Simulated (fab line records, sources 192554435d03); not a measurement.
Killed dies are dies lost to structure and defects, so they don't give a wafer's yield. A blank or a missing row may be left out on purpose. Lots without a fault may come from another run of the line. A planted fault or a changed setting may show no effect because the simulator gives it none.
Problem report in the 8D (eight disciplines) form, filled by code | flow n5_finfet | the parts of the form that need people (team, actions taken, sign-off) are left out

1. THE PROBLEM
spin_speed_rpm at N5_BEOL_M4_COAT_68 reads a mean of 1421.1 rpm on 9 wafers of 3 lots; wafers without a fault read 1499.7 rpm with a standard deviation of 1. That is -79 standard deviations from the usual mean.
The step: time 60 s, resist thk 12 nm.
First seen on wafer L490.3, day 11 07:37, on litho_track-03. The record holds 27 wafers of 9 lots with a number at this step. Rule for "out", or "out of limits": more than 4 standard deviations from the usual mean. The other wafers with a number count as sound.

2. WHAT IT IS AND WHAT IT IS NOT
question                    | is                     | is not
which readings at this step | spin_speed_rpm         | -
which lots                  | L490, L492, L493       | L479, L482, L484, L485, L489, L491
which wafers of those lots  | all that have a number | -
read on which tools         | litho_track-03         | litho_track-02, litho_track-04
when                        | from day 11 07:37      | up to then (15 sound wafers); but 3 sound wafers of L491 came after

3. SUSPECTS, AND WHAT RULES EACH OUT
Counting: a tool at a process step up to the reading stays a suspect if it ran every lot that is out and no sound lot after the first of them.
- litho_track-03 at N5_BEOL_M4_COAT_68 (time 60 s, resist thk 12 nm): kept. It ran every lot that is out, first L490 (day 11 07:37), and no sound lot after that; its last sound lot up to then is L489 (day 11 04:49). Its own readings are out on those wafers: spin_speed_rpm.
Left after counting: litho_track-03 at N5_BEOL_M4_COAT_68.

4. THE CAUSE (what the simulator had put in)
Process parameter drift: litho_track-03, from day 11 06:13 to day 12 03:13, at N5_BEOL_M4_COAT_68. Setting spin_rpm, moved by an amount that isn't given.
Counting left only this tool.

5. THE CHAIN OF EFFECTS, in route order
Each row: a reading whose mean over the struck wafers that have a number lies more than 3 standard deviations from the usual. Only readings for which the record gives a usual standard deviation are gone through. hours: the time from each lot's start at the first step in this table that gives one to its start at this step, as a median over the lots. sigmas: the change in usual standard deviations.
hours | step               | reading        | usual      | on struck wafers | change | sigmas
0     | N5_BEOL_M4_COAT_68 | spin_speed_rpm | 1499.7 rpm | 1421.1           | -78.6  | -79
The process steps in it:
- N5_BEOL_M4_COAT_68: time 60 s, resist thk 12 nm.
Later measuring or inspecting steps at which every struck wafer that the step has a row for has a number for every such reading, and none has moved that far: N5_BEOL_M4_RC_MEAS_101.

6. WHAT WOULD HAVE CAUGHT IT SOONER
In this record the first reading out of limits was taken at day 11 07:37, 1 hour after the fault began at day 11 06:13.
